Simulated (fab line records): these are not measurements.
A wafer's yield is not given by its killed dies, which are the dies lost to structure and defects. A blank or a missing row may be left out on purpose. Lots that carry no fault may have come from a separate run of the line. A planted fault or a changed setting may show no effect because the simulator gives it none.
fab line records	flow n5_finfet
record: lots: 9	wafers: 27	last_day: 18
route steps=1938 shown GATE_CUT@465 BEOL_M4@1111 PASSIVATION@1936
lots untouched by any fault: they come from a run of this same line in which no faults occurred
start_h: hours from the record's opening day to when the first of the lot's shown wafers began	wait_h: time in hours since the lot's previous step	" as in the row above	L1.1+2: a row that stands for several wafers	- no value, or no start given	* or withheld: withheld	< > ~ a bound
route shown NAME@n: names a module that has steps shown in the file, with the first one's number in the route	usual: mean/standard deviation of fault-free wafers	same: alike in all rows	chamber/n: place in a boat	sites: each site's reading	_std_site: the standard deviation of these	_edge_site: inner sites' mean taken away from outer sites' mean	radius_mm: how far each site lies from the wafer's centre	mask NAME#n: copy n	behind: the last tool/chamber to shape the wafer	hold: cause of the lot's hold/its duration in hours/its outcome	device: whichever transistor did not switch (one of n, p or np)	end of line: the route-end tests of the same wafers	where a step has no rows: the recipe by itself	killed: the dies lost at the first sort to structure and to defects; this is not the yield of the wafer	map: shows each die of a wafer: x if killed, . if not, _ if none is there
set.NAME: the setting as run; set.NAME@STEP: as run at that earlier step	model.NAME: the simulator's own value behind a step, which no gauge read
route steps across a sampled set of lots; one table per step, one row per wafer
services: when a tool's chamber went out of use (start_h, in hours from the record's first day, below 0 if earlier), for how many hours, and the reason
== steps ==
step: N5_GATE_CUT_ETCHBACK_00
recipe: chemistry: SF6/Cl2	target: W	pressure_mtorr: 8	icp_w: 900	bias_w: 80	SF6_flow_sccm: 40	Cl2_flow_sccm: 60
usual: SF6_flow_sccm: 40.01/0.12	drypump_motor_current_A: 6.0/0.37	oes_product_au: 0.81/0.093	throttle_valve_pct: 27.45/0.25
lot.wafer	tool	chamber	start_h	wait_h	SF6_flow_sccm	drypump_motor_current_A	oes_product_au	rf_hours_counter_h	throttle_valve_pct
L964.2	rie_metal-01	0	83.85	0.0	39.94	5.3	0.80	31	27.15
L964.4	"	0	"	"	40.16	5.3	0.80	-	27.15
L964.6	"	1	"	"	39.92	6.2	0.85	-	27.77
L966.3	rie_metal-03	0	96.62	0.1	39.99	6.3	0.85	-	27.28
L966.5	"	1	"	"	40.00	6.1	0.64	-	27.29
L966.6	"	0	"	"	39.92	6.3	0.85	-	27.29
L968.1	rie_metal-02	0	107.00	0.0	40.01	6.1	0.93	4	27.41
L968.3	"	0	"	"	39.93	6.1	0.92	-	27.41
L968.4	"	1	"	"	40.00	6.2	0.97	-	27.71
L969.1	rie_metal-02	1	114.01	0.0	39.95	6.2	0.95	1	27.71
L969.3	"	1	"	"	39.90	6.2	0.95	-	27.70
L969.4	"	0	"	"	39.74	6.1	0.92	-	27.42
L970.2	rie_metal-01	1	116.60	0.0	40.13	6.1	0.82	25	27.80
L970.3	"	1	"	"	40.05	6.1	0.82	-	27.80
L970.6	"	0	"	"	39.80	5.3	0.78	-	27.17
L972.4	rie_metal-01	0	129.68	0.1	39.97	5.3	0.79	-	27.17
L972.5	"	1	"	"	40.09	6.1	0.82	-	27.79
L972.6	"	0	"	"	40.11	5.3	0.78	-	27.18
L982.2	rie_metal-03	1	188.21	0.0	40.07	6.1	0.62	117	27.29
L982.3	"	0	"	"	40.18	6.3	0.81	-	27.32
L982.6	"	1	"	"	40.13	6.1	0.62	-	27.31
L985.1	rie_metal-02	1	206.67	0.0	40.07	6.2	0.88	9	27.73
L985.4	"	1	"	"	40.08	6.2	0.88	-	27.72
L985.5	"	0	"	"	39.89	6.1	0.87	-	27.44
L987.2	rie_metal-01	1	219.64	0.0	40.09	6.2	0.80	35	27.81
L987.3	"	1	"	"	40.06	6.1	0.80	-	27.82
L987.5	"	0	"	"	40.02	5.3	0.77	-	27.18
step: N5_GATE_CUT_ETCH_36
recipe: chemistry: CF4	target: SiARC	target_depth_a: 130	mask_material: CAR-EUV	time_s: 21.7	ion_energy_ev: 80	pressure_mtorr: 40	source_w: 545	bias_w: 36	Ar_flow_sccm: 100	cf4_flow_sccm: 100	ends: cleared
usual: drypump_motor_current_A: 5.7/0.41	etch_rf_on_time_s: 21.9/0.43	mfc_ar_sccm: 100.1/0.32	oes_product_au: 0.65/0.063	rf_vpp_V: 184.1/1.1	showerhead_plenum_p_Torr: 2.14/0.071	throttle_valve_pct: 15.67/0.19
lot.wafer	tool	chamber	start_h	wait_h	drypump_motor_current_A	etch_rf_on_time_s	mfc_ar_sccm	oes_product_au	rf_hours_counter_h	rf_vpp_V	showerhead_plenum_p_Torr	throttle_valve_pct
L964.2	rie_diel-03	3	87.98	0.0	5.5	22.0	100.7	0.62	156	185.6	2.23	15.62
L964.4	"	1	"	"	5.6	21.7	99.9	0.68	114	184.9	2.15	15.36
L964.6	"	3	"	"	5.5	21.8	100.6	0.62	-	183.7	2.23	15.62
L966.3	rie_diel-03	0	100.31	0.0	5.9	21.9	100.2	0.76	29	183.8	2.09	15.29
L966.5	"	3	"	"	5.5	22.0	100.0	0.62	-	184.8	2.23	15.63
L966.6	"	2	"	"	6.0	21.7	100.2	0.66	-	183.4	2.07	15.67
L968.1	rie_diel-04	0	110.74	0.0	5.5	21.6	99.7	0.61	197	182.0	2.04	15.77
L968.3	"	3	"	"	6.3	22.0	100.3	0.75	32	183.7	2.28	15.55
L968.4	"	1	"	"	5.2	22.1	100.0	0.58	212	184.7	2.20	15.70
L969.1	rie_diel-02	0	117.76	0.0	5.7	22.1	100.2	0.58	234	184.2	2.18	15.71
L969.3	"	2	"	"	5.9	21.5	99.9	0.68	119	184.7	2.16	15.79
L969.4	"	1	"	"	6.3	22.7	100.0	0.58	228	184.1	2.12	15.67
L970.2	rie_diel-02	1	120.71	0.0	6.4	22.8	100.2	0.57	229	184.3	2.11	15.66
L970.3	"	0	"	"	5.7	22.2	99.9	0.57	235	185.8	2.18	15.70
L970.6	"	2	"	"	5.9	21.7	100.1	0.67	-	185.8	2.16	15.80
L972.4	rie_diel-02	2	133.40	0.0	5.9	21.5	100.6	0.67	124	185.3	2.16	15.79
L972.5	"	2	"	"	5.8	21.6	100.2	0.67	-	184.3	2.16	15.81
L972.6	"	3	"	"	4.9	15.8	100.1	0.77	-	182.5	2.05	15.96
L982.2	rie_diel-04	2	192.56	0.0	5.8	21.5	99.9	0.63	167	184.4	2.14	15.64
L982.3	"	1	"	"	5.2	22.4	99.8	0.57	240	183.2	2.19	15.75
L982.6	"	3	"	"	6.3	22.0	99.8	0.73	-	186.0	2.27	15.59
L985.1	rie_diel-04	3	210.57	0.0	6.3	22.0	100.3	0.72	57	186.3	2.27	15.62
L985.4	"	1	"	"	5.2	22.2	99.6	0.57	-	184.5	2.19	15.76
L985.5	"	2	"	"	5.8	21.6	99.9	0.63	-	183.1	2.14	15.67
L987.2	rie_diel-02	0	223.67	0.0	5.7	22.1	100.6	0.80	11	184.3	2.18	15.24
L987.3	"	3	"	"	4.9	21.0	99.7	0.63	218	181.8	2.04	16.03
L987.5	"	2	"	"	5.8	21.8	100.6	0.64	-	183.5	2.15	15.87
step: N5_GATE_CUT_CUT_ETCH_55
recipe: chemistry: BCl3	target: HfO2	mask_material: SiO2	target_depth_a: 32	ion_energy_ev: 30	pressure_mtorr: 5	icp_w: 450	bias_w: 18	bcl3_flow_sccm: 80
usual: drypump_motor_current_A: 6.06/0.28	oes_product_au: 0.81/0.11	throttle_valve_pct: 33.2/0.4
lot.wafer	tool	chamber	start_h	wait_h	drypump_motor_current_A	oes_product_au	rf_hours_counter_h	throttle_valve_pct
L964.2	rie_metal-02	1	88.44	0.0	6.19	0.57	152	33.6
L964.4	"	1	"	"	6.20	0.57	-	33.6
L964.6	"	0	"	"	6.04	0.95	-	33.8
L966.3	rie_metal-03	0	100.78	0.0	6.29	0.84	-	32.8
L966.5	"	1	"	"	6.06	0.63	-	32.9
L966.6	"	0	"	"	6.26	0.85	-	32.8
L968.1	rie_metal-02	1	111.20	0.0	6.18	0.96	0	33.0
L968.3	"	0	"	"	6.11	0.93	-	33.8
L968.4	"	1	"	"	6.16	0.95	-	33.0
L969.1	rie_metal-03	1	118.22	0.0	6.08	0.63	110	32.9
L969.3	"	0	"	"	6.32	0.84	-	32.8
L969.4	"	1	"	"	6.08	0.63	-	32.9
L970.2	rie_metal-02	1	121.17	0.0	6.17	0.95	1	33.0
L970.3	"	1	"	"	6.16	0.94	-	33.0
L970.6	"	1	"	"	6.19	0.95	-	33.0
L972.4	rie_metal-02	0	133.87	0.0	6.12	0.91	-	33.8
L972.5	"	1	"	"	6.20	0.94	-	33.0
L972.6	"	0	"	"	6.11	0.92	-	33.8
L982.2	rie_metal-01	1	193.02	0.0	6.09	0.81	32	33.6
L982.3	"	0	"	"	5.30	0.78	-	32.9
L982.6	"	1	"	"	6.10	0.81	-	33.6
L985.1	rie_metal-01	1	211.03	0.0	6.16	0.80	34	33.6
L985.4	"	1	"	"	6.12	0.80	-	33.6
L985.5	"	1	"	"	6.11	0.80	-	33.6
L987.2	rie_metal-03	1	224.13	0.0	6.04	0.61	120	32.9
L987.3	"	0	"	"	6.32	0.81	-	32.9
L987.5	"	0	"	"	6.33	0.81	-	32.8
step: N5_GATE_CUT_VAPOR_ETCH_48
recipe: chemistry: BCl3/Cl2	target: TiN	mode: isotropic
usual: drypump_motor_current_A: 6.06/0.28	oes_product_au: 0.80/0.11
lot.wafer	tool	chamber	start_h	wait_h	drypump_motor_current_A	oes_product_au
L964.2	rie_metal-02	1	88.50	0.0	6.16	0.57
L964.4	"	1	"	"	6.17	0.58
L964.6	"	0	"	"	6.03	0.93
L966.3	rie_metal-03	0	100.84	0.0	6.27	0.85
L966.5	"	1	"	"	6.06	0.62
L966.6	"	0	"	"	6.32	0.85
L968.1	rie_metal-02	1	111.26	0.0	6.19	0.96
L968.3	"	0	"	"	6.12	0.91
L968.4	"	1	"	"	6.18	0.96
L969.1	rie_metal-03	1	118.28	0.0	6.07	0.62
L969.3	"	0	"	"	6.31	0.83
L969.4	"	1	"	"	6.05	0.62
L970.2	rie_metal-02	1	121.23	0.0	6.19	0.94
L970.3	"	1	"	"	6.21	0.95
L970.6	"	1	"	"	6.23	0.95
L972.4	rie_metal-02	0	133.93	0.0	6.06	0.90
L972.5	"	1	"	"	6.18	0.93
L972.6	"	0	"	"	6.11	0.89
L982.2	rie_metal-01	1	193.08	0.0	6.12	0.80
L982.3	"	0	"	"	5.28	0.78
L982.6	"	1	"	"	6.15	0.80
L985.1	rie_metal-01	1	211.09	0.0	6.13	0.78
L985.4	"	1	"	"	6.13	0.78
L985.5	"	1	"	"	6.14	0.78
L987.2	rie_metal-03	1	224.19	0.0	6.04	0.60
L987.3	"	0	"	"	6.33	0.81
L987.5	"	0	"	"	6.31	0.81
step: N5_BEOL_M4_RC_MEAS_101
usual: DIBL_N: 36.0/1.8	DIBL_P: 36.3/2.4	IOFF_N: 0.16/0.035	IOFF_P: 0.21/0.036	ION_N: 673/13	ION_P: 461/7.2	SS_N: 71.4/0.6	SS_P: 73.2/0.7	VT_N: 250/4	VT_P: -250.9/2.9
lot.wafer	tool	chamber	start_h	wait_h	DIBL_N[mV/V]	DIBL_P[mV/V]	IOFF_N[nA/um]	IOFF_P[nA/um]	ION_N[uA/um]	ION_P[uA/um]	SS_N[mV/dec]	SS_P[mV/dec]	VT_N[mV]	VT_P[mV]
L964.2	prober-01	0	159.93	0.2	40.9	41.0	0.27	0.32	695	472	72.0	74.4	240	-242.9
L964.4	"	0	"	"	39.8	39.5	0.23	0.29	695	474	72.1	74.1	245	-243.5
L964.6	"	0	"	"	36.5	35.0	0.16	0.23	669	465	71.2	72.4	252	-247.3
L966.3	prober-01	0	191.50	0.3	36.3	37.4	0.17	0.21	683	462	71.5	73.8	248	-249.2
L966.5	"	0	"	"	35.8	37.5	0.16	0.22	672	468	70.7	72.9	250	-247.8
L966.6	"	0	"	"	38.5	40.0	0.23	0.26	702	475	71.8	73.9	245	-246.1
L968.1	prober-02	0	202.87	0.0	33.9	34.9	0.13	0.17	674	461	70.4	73.2	254	-250.4
L968.3	"	0	"	"	37.5	37.1	0.19	0.20	668	455	72.0	73.4	248	-251.0
L968.4	"	0	"	"	35.4	36.2	0.15	0.19	678	470	71.5	73.2	249	-250.7
L970.2	prober-01	0	215.20	0.2	35.3	37.0	0.15	0.20	675	464	71.0	73.5	249	-252.4
L970.3	"	0	"	"	35.7	36.7	0.15	0.20	666	459	71.3	73.3	253	-251.4
L970.6	"	0	"	"	32.9	34.1	0.11	0.16	668	465	71.0	72.7	255	-253.0
L969.1	prober-02	0	218.00	0.0	32.7	32.6	0.10	0.14	643	446	70.0	71.9	259	-257.7
L969.3	"	0	"	"	34.2	34.1	0.12	0.16	663	453	71.5	72.7	255	-254.1
L969.4	"	0	"	"	35.7	37.3	0.15	0.20	692	471	71.5	73.3	248	-249.6
L972.4	prober-01	0	221.29	0.5	37.1	38.9	0.18	0.20	690	466	70.7	73.9	244	-253.0
L972.5	"	0	"	"	38.0	39.6	0.18	0.22	681	464	71.6	74.2	247	-252.3
L972.6	"	0	"	"	40.5	43.6	0.26	0.29	697	464	72.0	74.2	242	-248.7
L982.2	prober-01	0	286.77	0.2	37.1	38.5	0.16	0.23	678	465	71.7	73.3	251	-248.7
L982.3	"	0	"	"	35.1	35.2	0.12	0.20	664	463	71.3	72.1	257	-251.2
L982.6	"	0	"	"	37.7	38.7	0.17	0.24	680	470	71.9	73.4	250	-249.4
L985.1	prober-01	0	316.37	0.0	36.3	34.9	0.15	0.20	679	465	71.5	73.1	246	-251.2
L985.4	"	0	"	"	36.6	36.3	0.15	0.22	671	459	70.9	73.6	249	-251.9
L985.5	"	0	"	"	35.2	33.6	0.13	0.17	661	450	71.0	71.9	250	-253.3
L987.2	prober-01	0	318.44	0.2	37.2	37.1	0.16	0.21	673	457	71.4	73.4	250	-252.4
L987.3	"	0	"	"	37.9	36.6	0.16	0.21	681	461	72.1	74.0	250	-252.9
L987.5	"	0	"	"	39.3	38.0	0.20	0.25	687	464	72.2	73.7	247	-246.7
step: N5_PASSIVATION_PROBE_49
usual: defect_limited_yield: 91.2/1.4	killed_at_M0_to_M3: 35/11	killed_at_M4_up: 14/5.6	killed_at_contacts: 12/5.6	killed_at_front_end: 38/11	killed_at_other: 4/3.4	killed_dies: 103/17	killed_on_rim: 13/3.5	killed_open: 68/12	killed_short: 33/8.8	sort_bin_5_function: 5.1/0.89	sort_bin_6_memory: 3.3/0.71	sort_n_pass: 1077/17	sort_yield_pct: 91.2/1.4
same: gross_dies: 1180	killed_at_back_side: 0	sort_bin_4_leakage[%]: 0	sort_bin_8_speed[%]: 0
lot.wafer	tool	chamber	start_h	wait_h	defect_limited_yield[%]	killed_at_M0_to_M3	killed_at_M4_up	killed_at_contacts	killed_at_front_end	killed_at_other	killed_dies	killed_on_rim	killed_open	killed_short	sort_bin_5_function[%]	sort_bin_6_memory[%]	sort_n_pass	sort_yield_pct[%]
L964.2	prober-01	-	266.87	0.1	91.2	16	19	18	49	2	104	14	67	32	5.0	3.6	1076	91.2
L964.4	prober-01	-	266.97	0.2	92.4	24	14	20	30	2	90	17	55	25	4.2	2.4	1090	92.4
L964.6	prober-01	-	267.07	0.3	93.1	15	10	16	37	3	81	8	52	27	4.2	2.2	1099	93.1
L966.3	prober-02	-	298.23	0.1	92.5	38	5	7	37	1	88	9	67	21	5.1	2.2	1092	92.5
L966.5	prober-02	-	298.33	0.2	93.7	22	12	9	30	1	74	16	60	12	3.9	2.1	1106	93.7
L966.6	prober-02	-	298.38	0.3	93.4	29	4	6	39	0	78	10	58	20	3.4	3.1	1102	93.4
L968.1	prober-02	-	306.60	0.0	89.5	59	13	4	48	0	124	12	80	37	6.4	3.3	1056	89.5
L968.3	prober-02	-	306.70	0.1	89.9	47	12	8	49	3	119	16	78	36	5.8	3.6	1061	89.9
L968.4	prober-02	-	306.75	0.2	91.4	31	15	14	38	3	101	18	65	34	4.7	3.6	1079	91.4
L970.2	prober-02	-	325.59	0.1	90.1	44	11	9	47	6	117	12	67	48	5.3	4.2	1063	90.1
L970.3	prober-02	-	325.64	0.1	91.1	42	11	4	40	8	105	14	58	39	5.3	3.2	1075	91.1
L970.6	prober-02	-	325.79	0.3	90.6	45	18	5	38	5	111	9	69	37	5.3	3.6	1069	90.6
L972.4	prober-02	-	330.16	0.2	91.6	30	10	19	36	4	99	17	70	27	5.1	3.1	1081	91.6
L972.5	prober-02	-	330.21	0.2	93.1	38	12	8	18	5	81	10	44	35	4.2	2.1	1099	93.1
L972.6	prober-02	-	330.26	0.3	91.4	34	16	6	36	10	102	10	68	33	5.9	2.7	1078	91.4
L982.2	prober-01	-	401.70	0.1	89.7	48	16	17	39	2	122	8	75	47	6.4	3.7	1058	89.7
L982.3	prober-01	-	401.75	0.1	89.4	50	18	14	39	4	125	12	83	42	5.9	4.3	1055	89.4
L982.6	prober-01	-	401.90	0.3	90.1	53	13	20	25	6	117	14	73	39	5.3	4.2	1063	90.1
L985.1	prober-02	-	425.30	0.0	93.1	41	17	4	19	1	82	7	60	18	4.2	2.6	1098	93.1
L985.4	prober-02	-	425.45	0.2	91.9	41	12	11	27	4	95	12	59	31	4.7	3.2	1085	91.9
L985.5	prober-02	-	425.50	0.2	93.0	22	10	4	42	5	83	16	50	31	4.0	2.6	1097	93.0
killed by level:class
L964.2 FIN_SAQP:geometric_particle:open=21 MOL_CONTACT_COAG:geometric_particle:open=10 MOL_CONTACT_COAG:geometric_particle:short=8 BEOL_M4:geometric_particle:open=8 FIN_SAQP:geometric_particle:short=7 STI_FIN_REVEAL:geometric_particle:open=7 BEOL_M2:geometric_particle:short=4 GATE_CUT:geometric_particle:short=3
L964.4 MOL_CONTACT_COAG:geometric_particle:open=17 HKMG_FIN:area_etch=8 BEOL_M1:geometric_particle:open=7 BEOL_M0_SAQP:geometric_particle:open=5 BEOL_M8:geometric_particle:open=5 BEOL_M0:geometric_particle:open=4 BEOL_M5:geometric_particle:short=4 FIN_SAQP:geometric_particle:open=3
L964.6 MOL_CONTACT_COAG:geometric_particle:open=15 FIN_SAQP:geometric_particle:open=9 FIN_SAQP:geometric_particle:short=5 ILD0:geometric_particle:open=4 BEOL_M0_SAQP:geometric_particle:short=4 STI_FIN_REVEAL:geometric_particle:open=3 STARTING-WAFER:geometric_particle:open=3 DUMMY_GATE:geometric_particle:short=2
L966.3 FIN_SAQP:geometric_particle:open=11 BEOL_M3:geometric_particle:open=11 BEOL_M0_SAQP:geometric_particle:open=10 STI_FIN_REVEAL:geometric_particle:open=8 BEOL_M0_SAQP:geometric_particle:short=8 MOL_CONTACT_COAG:geometric_particle:open=6 BEOL_M2:geometric_particle:open=5 FIN_SAQP:geometric_particle:short=3
L966.5 MOL_CONTACT_COAG:geometric_particle:open=9 FIN_SAQP:geometric_particle:open=8 BEOL_M3:geometric_particle:open=8 DUMMY_GATE:geometric_particle:open=7 BEOL_M0_SAQP:geometric_particle:open=5 STARTING-WAFER:geometric_particle:open=5 STI_FIN_REVEAL:geometric_particle:open=4 FIN_SAQP:geometric_particle:short=3
L966.6 BEOL_M3:geometric_particle:open=9 STI_FIN_REVEAL:geometric_particle:open=8 STARTING-WAFER:geometric_particle:open=7 FIN_SAQP:geometric_particle:open=6 DUMMY_GATE:geometric_particle:open=5 BEOL_M0_SAQP:geometric_particle:open=5 BEOL_M0:geometric_particle:open=5 MOL_CONTACT_COAG:geometric_particle:open=4
L968.1 BEOL_M1:geometric_particle:open=13 BEOL_M2:geometric_particle:open=10 BEOL_M3:geometric_particle:open=10 BEOL_M0_SAQP:geometric_particle:short=9 FIN_SAQP:geometric_particle:open=8 BEOL_M0_SAQP:geometric_particle:open=8 FIN_SAQP:geometric_particle:short=7 DUMMY_GATE:geometric_particle:open=7
L968.3 BEOL_M2:geometric_particle:open=15 FIN_SAQP:geometric_particle:open=12 BEOL_M0_SAQP:geometric_particle:short=10 FIN_SAQP:geometric_particle:short=7 BEOL_M0_SAQP:geometric_particle:open=7 MOL_CONTACT_COAG:geometric_particle:open=6 STI_FIN_REVEAL:geometric_particle:open=5 BEOL_M3:geometric_particle:open=5
L968.4 MOL_CONTACT_COAG:geometric_particle:open=12 BEOL_M0_SAQP:geometric_particle:open=8 BEOL_M0_SAQP:geometric_particle:short=7 BEOL_M2:geometric_particle:open=7 FIN_SAQP:geometric_particle:short=6 STI_FIN_REVEAL:geometric_particle:open=6 DUMMY_GATE:geometric_particle:open=6 BEOL_M4:geometric_particle:open=6
L970.2 BEOL_M0_SAQP:geometric_particle:short=11 FIN_SAQP:geometric_particle:short=10 BEOL_M0_SAQP:geometric_particle:open=9 FIN_SAQP:geometric_particle:open=7 GATE_CUT:geometric_particle:short=6 MOL_CONTACT_COAG:geometric_particle:open=6 BEOL_M2:geometric_particle:open=6 BEOL_M3:geometric_particle:open=6
L970.3 BEOL_M0_SAQP:geometric_particle:open=14 BEOL_M0_SAQP:geometric_particle:short=10 FIN_SAQP:geometric_particle:short=9 BEOL_M1:geometric_particle:open=8 FIN_SAQP:geometric_particle:open=7 STARTING-WAFER:geometric_particle:open=5 BEOL_M3:geometric_particle:open=4 MOL_CONTACT_COAG:geometric_particle:open=4
L970.6 BEOL_M0_SAQP:geometric_particle:short=13 FIN_SAQP:geometric_particle:short=8 BEOL_M0_SAQP:geometric_particle:open=8 BEOL_M1:geometric_particle:open=8 BEOL_M2:geometric_particle:open=8 BEOL_M5:geometric_particle:open=7 STARTING-WAFER:geometric_particle:open=6 MOL_CONTACT_COAG:geometric_particle:open=5
L972.4 MOL_CONTACT_COAG:geometric_particle:open=17 BEOL_M3:geometric_particle:open=12 DUMMY_GATE:geometric_particle:open=7 FIN_SAQP:geometric_particle:short=6 BEOL_M2:geometric_particle:open=5 FIN_SAQP:geometric_particle:open=4 GATE_CUT:geometric_particle:short=4 BEOL_M1:geometric_particle:open=4
L972.5 BEOL_M0_SAQP:geometric_particle:short=10 BEOL_M0_SAQP:geometric_particle:open=9 BEOL_M4:geometric_particle:open=6 BEOL_M1:geometric_particle:open=5 FIN_SAQP:geometric_particle:short=4 BEOL_M4:geometric_particle:short=4 MOL_CONTACT_COAG:geometric_particle:open=4 MOL_CONTACT_COAG:geometric_particle:short=4
L972.6 FIN_SAQP:geometric_particle:short=12 FIN_SAQP:geometric_particle:open=11 BEOL_M0_SAQP:geometric_particle:open=11 BEOL_M3:geometric_particle:open=10 BEOL_M4:geometric_particle:open=9 MOL_CONTACT_COAG:geometric_particle:open=6 GATE_CUT:geometric_particle:short=4 BEOL_M0_SAQP:geometric_particle:short=4
L982.2 BEOL_M0_SAQP:geometric_particle:short=21 MOL_CONTACT_COAG:geometric_particle:open=12 BEOL_M0_SAQP:geometric_particle:open=10 BEOL_M1:geometric_particle:open=8 GATE_CUT:geometric_particle:short=7 BEOL_M2:geometric_particle:open=6 BEOL_M4:geometric_particle:open=6 GATE_CUT:geometric_particle:open=5
L982.3 BEOL_M0_SAQP:geometric_particle:short=16 MOL_CONTACT_COAG:geometric_particle:open=13 STI_FIN_REVEAL:geometric_particle:open=11 BEOL_M0_SAQP:geometric_particle:open=11 BEOL_M4:geometric_particle:open=11 BEOL_M1:geometric_particle:open=9 FIN_SAQP:geometric_particle:short=8 BEOL_M3:geometric_particle:open=6
L982.6 MOL_CONTACT_COAG:geometric_particle:open=18 BEOL_M0_SAQP:geometric_particle:short=17 BEOL_M0_SAQP:geometric_particle:open=12 GATE_CUT:geometric_particle:short=6 BEOL_M1:geometric_particle:open=6 BEOL_M2:geometric_particle:open=6 BEOL_M3:geometric_particle:open=6 STI_FIN_REVEAL:geometric_particle:open=4
L985.1 BEOL_M2:geometric_particle:open=14 BEOL_M1:geometric_particle:open=8 BEOL_M4:geometric_particle:open=8 BEOL_M0_SAQP:geometric_particle:open=6 MOL_CONTACT_COAG:geometric_particle:open=4 BEOL_M0_SAQP:geometric_particle:short=4 BEOL_M2:geometric_particle:short=4 STARTING-WAFER:geometric_particle:open=4
L985.4 BEOL_M2:geometric_particle:open=16 MOL_CONTACT_COAG:geometric_particle:open=9 BEOL_M4:geometric_particle:open=8 ILD0:geometric_particle:short=6 BEOL_M2:geometric_particle:short=6 BEOL_M3:geometric_particle:open=6 FIN_SAQP:geometric_particle:open=5 BEOL_M0_SAQP:geometric_particle:open=5
L985.5 FIN_SAQP:geometric_particle:short=10 STI_FIN_REVEAL:geometric_particle:open=8 BEOL_M2:geometric_particle:open=7 FIN_SAQP:geometric_particle:open=5 BEOL_M3:geometric_particle:open=5 BEOL_M5:geometric_particle:open=4 STARTING-WAFER:geometric_particle:short=4 ILD0:geometric_particle:open=3
== services ==
tool	chamber	start_h	hours	kind
rie_metal-02	1	60.30	4.0	repair
rie_diel-02	3	67.77	16.2	repair
rie_metal-02	1	89.66	-	clean
rie_metal-02	1	89.66	15.8	scheduled_down
rie_metal-02	1	89.66	15.8	vent_cycle
rie_diel-04	3	116.29	12.9	repair
rie_metal-02	-	121.53	2.8	pm
rie_metal-01	0	155.40	25.5	repair
rie_metal-03	-	162.48	0.4	repair
rie_diel-02	0	174.77	-	clean
rie_diel-02	0	174.77	-	consumable_replace:focus_ring
rie_diel-02	0	174.77	19.6	scheduled_down
rie_diel-02	0	174.77	19.6	vent_cycle
rie_diel-04	0	176.83	7.2	repair
rie_metal-03	-	177.06	1.4	pm
rie_diel-02	1	194.32	-	clean
rie_diel-02	1	194.32	-	consumable_replace:focus_ring
rie_diel-02	1	194.32	25.5	scheduled_down
rie_diel-02	1	194.32	25.5	vent_cycle
rie_diel-04	0	204.06	8.8	repair
== key ==
first_sign: step: N5_GATE_CUT_ETCH_36	reading: etch_rf_on_time_s	direction: down	sigmas: 14	usual: *	struck: *
effect none on later readings
met_at N5_GATE_CUT_ETCH_36
struck_lots L972
struck_wafers L972.6
not_acting_at N5_GATE_CUT_ETCHBACK_00,N5_GATE_CUT_CUT_ETCH_55,N5_GATE_CUT_VAPOR_ETCH_48
onset_between 120.71 133.40
fault: kind: process_parameter_drift	tool: rie_diel-02	chamber: -	onset_h: 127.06	steps: N5_GATE_CUT_ETCH_36	channel: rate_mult	offset: 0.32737	shape: step	end_h: 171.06	scope: struck_wafers_only
